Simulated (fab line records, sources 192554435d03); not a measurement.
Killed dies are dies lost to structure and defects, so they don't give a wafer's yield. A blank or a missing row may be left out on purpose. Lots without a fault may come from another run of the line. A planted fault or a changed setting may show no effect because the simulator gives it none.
fab line records | flow n5_finfet | part 2 of 2: steps 25 to 32 of 32
record lots=5 wafers=15 last_day=17
route steps=1938 shown BEOL_M3@940
lots that met no fault: from a run of the same line without faults
start_h: hours from the record's first day to the start of the lot's first wafer shown | wait_h: hours since the lot's step before | " the same as in the row above | L1.1+2: a row that stands for several wafers | - no value, or no start given | * or withheld: withheld | < > ~ a bound
route shown NAME@n: a module of which the file shows steps, and the number in the route of the first | usual: mean/standard deviation of fault-free wafers | same: alike in all rows | chamber/n: place in a boat | sites: the reading at each site | _std_site: their standard deviation | _edge_site: outer sites' mean less inner sites' | radius_mm: how far each site lies from the wafer's centre | mask NAME#n: copy n | behind: the tool/chamber that last shaped the wafer | hold: why the lot was held/for how many hours/how that ended | device: the transistor (n, p or np) that didn't switch | end of line: the same wafers' tests at the end of the route | a step without rows: its recipe alone | killed: dies lost to structure and defects at the first sort, not the wafer's yield | map: a wafer's dies, x killed, . not, _ none there
set.NAME: the setting as run; set.NAME@STEP: as run at that earlier step | model.NAME: the simulator's own value behind a step, which no gauge read
lots at some steps of the route; a table a step, a row a wafer
services: from which hour (start_h, from the record's first day; less than 0 if before it) a tool's chamber was out of use, for how many hours, and why
## steps
# step N5_BEOL_M3_PEB_26
# recipe peb_temp_c=100 peb_time_s=60 resist=CAR-EUV
# columns lot.wafer tool chamber start_h wait_h
L074.1+2+6 litho_track-04 0 142.20 0.1
L080.3+4+6 litho_track-04 0 186.50 0.1
L088.2+3+5 litho_track-02 0 234.68 0.1
L091.2+4+5 litho_track-03 0 243.69 0.1
L097.1+4+6 litho_track-03 0 288.86 0.1
# step N5_BEOL_M3_DEVELOP_27
# recipe develop_time_s=30 developer=TMAH resist=CAR-EUV rinse_liquid=surfactant_rinse dry=air_spin dev_temp_c=23
# columns lot.wafer tool chamber start_h wait_h
L074.1+2+6 litho_track-04 0 - -
L080.3+4+6 litho_track-04 0 - -
L088.2+3+5 litho_track-02 0 - -
L091.2+4+5 litho_track-03 0 - -
L097.1+4+6 litho_track-03 0 - -
# step N5_BEOL_M3_CD_MEAS_28
# recipe target_cd_nm=25.7 landing_energy_ev=500 detector=se_inlens target_cd_y_nm=23.3 polarity=opening
# usual cd_nm=25.74/0.23
# columns lot.wafer tool chamber start_h wait_h cd_nm
L074.1 cd_sem-01 0 142.27 - 25.82
L074.2 " 0 " " 25.46
L074.6 " 0 " " 25.21
L080.3 cd_sem-01 0 186.57 - 26.14
L080.4 " 0 " " 26.42
L080.6 " 0 " " 25.91
L088.2 cd_sem-02 0 234.75 - 25.78
L088.3 " 0 " " 25.85
L088.5 " 0 " " 25.66
L091.2 cd_sem-01 0 243.76 - 25.90
L091.4 " 0 " " 25.56
L091.5 " 0 " " 25.64
L097.1 cd_sem-03 0 288.92 - 25.33
L097.4 " 0 " " 25.64
L097.6 " 0 " " 25.52
# step N5_BEOL_M3_OVL_MEAS_29
# recipe points_per_wafer=522
# usual V2_OVL=-0.2/0.55
# columns lot.wafer tool chamber start_h wait_h V2_OVL[nm]
L074.1 overlay-01 0 142.30 0.0 -0.3
L074.2 " 0 " " 0.7
L074.6 " 0 " " 0.4
L080.3 overlay-01 0 186.60 0.0 -0.8
L080.4 " 0 " " 0.2
L080.6 " 0 " " -0.6
L088.2 overlay-02 0 234.78 0.0 0.0
L088.3 " 0 " " 0.7
L088.5 " 0 " " 0.2
L091.2 overlay-01 0 243.79 0.0 -1.1
L091.4 " 0 " " -0.7
L091.5 " 0 " " -1.1
L097.1 overlay-02 0 288.95 0.0 0.2
L097.4 " 0 " " 0.6
L097.6 " 0 " " 0.3
# step N5_BEOL_M3_INSPECT_30
# recipe mode=adi inspect_instrument=brightfield
# usual raw_defect_count=410/96
# columns lot.wafer tool chamber start_h wait_h raw_defect_count
L074.1 defect_inspect-02 - 142.36 0.1 229
L074.2 " - " " 401
L074.6 " - " " 467
L080.3 defect_inspect-01 - 186.65 0.0 420
L080.4 " - " " 504
L080.6 " - " " 477
L088.2 defect_inspect-01 - 234.84 0.0 303
L088.3 " - " " 388
L088.5 " - " " 420
L091.2 defect_inspect-01 - 243.85 0.0 418
L091.4 " - " " 322
L091.5 " - " " 348
L097.1 defect_inspect-02 - 289.01 0.1 453
L097.4 " - " " 412
L097.6 " - " " 400
# step N5_BEOL_M3_DESCUM_33
# recipe chemistry=O2 time_s=7 source_power_w=50 bias_power_w=20 pressure_mtorr=20 rf_frequency_hz=2.712e+07 temp_c=40 resist=CAR-EUV o2_flow_sccm=225
# usual drypump_motor_current_A=5.8/0.43 oes_product_au=0.82/0.082 rf_vpp_V=243.6/1.4 showerhead_plenum_p_Torr=2.12/0.077 throttle_valve_pct=20.37/0.2
# columns lot.wafer tool chamber start_h wait_h drypump_motor_current_A oes_product_au rf_hours_counter_h rf_vpp_V showerhead_plenum_p_Torr throttle_valve_pct
L074.1 rie_diel-03 3 143.10 0.7 5.3 0.68 239 241.6 2.06 20.75
L074.2 " 1 " " 6.0 0.75 151 244.9 2.18 20.62
L074.6 " 0 " " 6.7 0.93 - 243.2 2.05 20.30
L080.3 rie_diel-03 1 187.16 0.5 5.9 0.72 169 244.8 2.18 20.64
L080.4 " 0 " " 6.6 0.88 - 243.7 2.05 20.32
L080.6 " 2 " " 5.3 0.75 - 241.6 2.01 20.54
L088.2 rie_diel-02 2 235.03 0.2 6.2 0.72 205 240.5 1.98 20.77
L088.3 " 0 " " 6.0 0.81 89 243.8 2.20 20.14
L088.5 " 3 " " 5.6 0.91 - 245.3 2.23 20.32
L091.2 rie_diel-06 2 244.18 0.3 5.2 0.85 59 244.8 2.13 20.44
L091.4 " 2 " " 5.2 0.86 - 243.4 2.13 20.44
L091.5 " 2 " " 5.3 0.85 - 243.6 2.13 20.40
L097.1 rie_diel-03 1 289.05 0.0 5.9 0.71 200 244.9 2.17 20.71
L097.4 " 0 " " 6.6 0.84 56 243.6 2.04 20.36
L097.6 " 1 " " 5.9 0.71 - 246.1 2.17 20.71
# step N5_BEOL_M3_ETCH_77
# recipe chemistry=N2/H2 target=underlayer target_depth_a=65 mask_material=CAR-EUV time_s=5.2 ion_energy_ev=200 pressure_mtorr=30 source_w=840 bias_w=150 n2_flow_sccm=200 h2_flow_sccm=200 ends=cleared
# usual drypump_motor_current_A=5.8/0.43 etch_rf_on_time_s=5.20/0.095 oes_product_au=0.70/0.072 rf_vpp_V=524.8/2.9 showerhead_plenum_p_Torr=2.58/0.09 throttle_valve_pct=17.81/0.25
# columns lot.wafer tool chamber start_h wait_h drypump_motor_current_A etch_rf_on_time_s oes_product_au rf_hours_counter_h rf_vpp_V showerhead_plenum_p_Torr throttle_valve_pct
L074.1 rie_diel-03 3 143.14 0.0 5.4 5.29 0.58 239 522.8 2.51 18.17
L074.2 " 1 " " 6.0 5.28 0.64 151 526.4 2.66 18.18
L074.6 " 0 " " 6.7 5.09 0.81 - 520.0 2.50 17.74
L080.3 rie_diel-03 1 187.20 0.0 5.9 5.32 0.63 169 527.4 2.65 18.20
L080.4 " 0 " " 6.6 5.15 0.75 - 521.3 2.49 17.74
L080.6 " 2 " " 5.3 5.31 0.65 - 520.7 2.45 18.11
L088.2 rie_diel-02 2 235.07 0.0 6.2 5.23 0.62 205 520.5 2.42 18.27
L088.3 " 0 " " 6.1 5.19 0.69 89 525.7 2.68 17.52
L088.5 " 3 " " 5.6 4.96 0.78 - 530.5 2.70 17.64
L091.2 rie_diel-06 2 244.23 0.0 5.2 5.17 0.73 59 523.4 2.57 17.80
L091.4 " 2 " " 5.2 5.24 0.73 - 525.0 2.57 17.81
L091.5 " 2 " " 5.3 5.20 0.73 - 523.4 2.57 17.80
L097.1 rie_diel-03 1 289.08 0.0 6.0 5.34 0.60 200 527.8 2.64 18.28
L097.4 " 0 " " 6.7 5.18 0.71 56 521.1 2.48 17.82
L097.6 " 1 " " 5.9 5.37 0.61 - 527.6 2.64 18.31
# step N5_BEOL_M3_ETCH_69
# recipe chemistry=CF4 target=SiARC target_depth_a=156 mask_material=CAR-EUV time_s=26 ion_energy_ev=80 pressure_mtorr=40 source_w=545 bias_w=36 Ar_flow_sccm=100 cf4_flow_sccm=100 ends=cleared
# usual drypump_motor_current_A=5.8/0.43 etch_rf_on_time_s=26.0/0.44 oes_product_au=0.70/0.071 rf_vpp_V=184.4/1.3 showerhead_plenum_p_Torr=2.17/0.073 throttle_valve_pct=15.53/0.21
# columns lot.wafer tool chamber start_h wait_h drypump_motor_current_A etch_rf_on_time_s oes_product_au rf_hours_counter_h rf_vpp_V showerhead_plenum_p_Torr throttle_valve_pct
L074.1 rie_diel-03 3 143.16 0.0 5.3 26.4 0.58 239 183.0 2.12 16.01
L074.2 " 1 " " 6.0 26.3 0.64 151 184.4 2.23 15.81
L074.6 " 0 " " 6.7 25.5 0.80 - 182.2 2.11 15.44
L080.3 rie_diel-03 1 187.22 0.0 5.9 26.4 0.63 169 184.8 2.22 15.83
L080.4 " 0 " " 6.6 26.0 0.76 - 183.9 2.10 15.49
L080.6 " 2 " " 5.3 26.5 0.64 - 183.9 2.06 15.71
L088.2 rie_diel-02 2 235.08 0.0 6.2 26.3 0.63 205 182.7 2.04 16.00
L088.3 " 0 " " 6.0 26.2 0.69 89 185.0 2.25 15.31
L088.5 " 3 " " 5.6 25.0 0.78 - 185.8 2.28 15.43
L091.2 rie_diel-06 2 244.26 0.0 5.2 26.3 0.72 59 186.0 2.17 15.51
L091.4 " 2 " " 5.2 26.5 0.72 - 184.1 2.17 15.51
L091.5 " 2 " " 5.2 26.5 0.72 - 184.3 2.17 15.50
L097.1 rie_diel-03 1 289.10 0.0 5.9 26.4 0.61 200 184.3 2.21 15.87
L097.4 " 0 " " 6.7 25.9 0.72 56 183.2 2.09 15.54
L097.6 " 1 " " 5.9 26.3 0.60 - 184.7 2.21 15.91
## services
# columns tool chamber start_h hours kind
rie_diel-06 2 117.42 1.2 repair
euv_scanner-02 - 125.92 12.0 pm
rie_metal-01 0 134.08 6.0 repair
euv_scanner-02 - 137.92 1.0 pm
euv_scanner-01 - 138.93 1.0 pm
euv_scanner-02 - 145.96 0.5 repair
rie_diel-02 3 153.75 1.5 repair
rie_diel-03 3 164.52 1.7 repair
rie_metal-03 - 166.18 2.2 repair
rie_diel-06 - 179.18 14.6 pm
euv_scanner-02 - 186.28 1.0 pm
euv_scanner-01 - 189.81 1.0 pm
rie_diel-02 0 201.01 9.1 repair
euv_scanner-02 - 206.29 1.0 repair
rie_diel-02 2 223.76 6.1 repair
rie_diel-02 2 237.18 4.4 repair
euv_scanner-01 - 240.13 4.6 pm
rie_diel-06 2 241.17 1.2 repair
euv_scanner-02 - 244.73 1.0 pm
euv_scanner-01 - 245.96 1.0 pm
euv_scanner-02 - 246.97 4.6 pm
rie_metal-02 0 253.58 26.6 repair
rie_metal-03 - 253.80 1.7 repair
rie_diel-06 3 259.63 4.8 repair
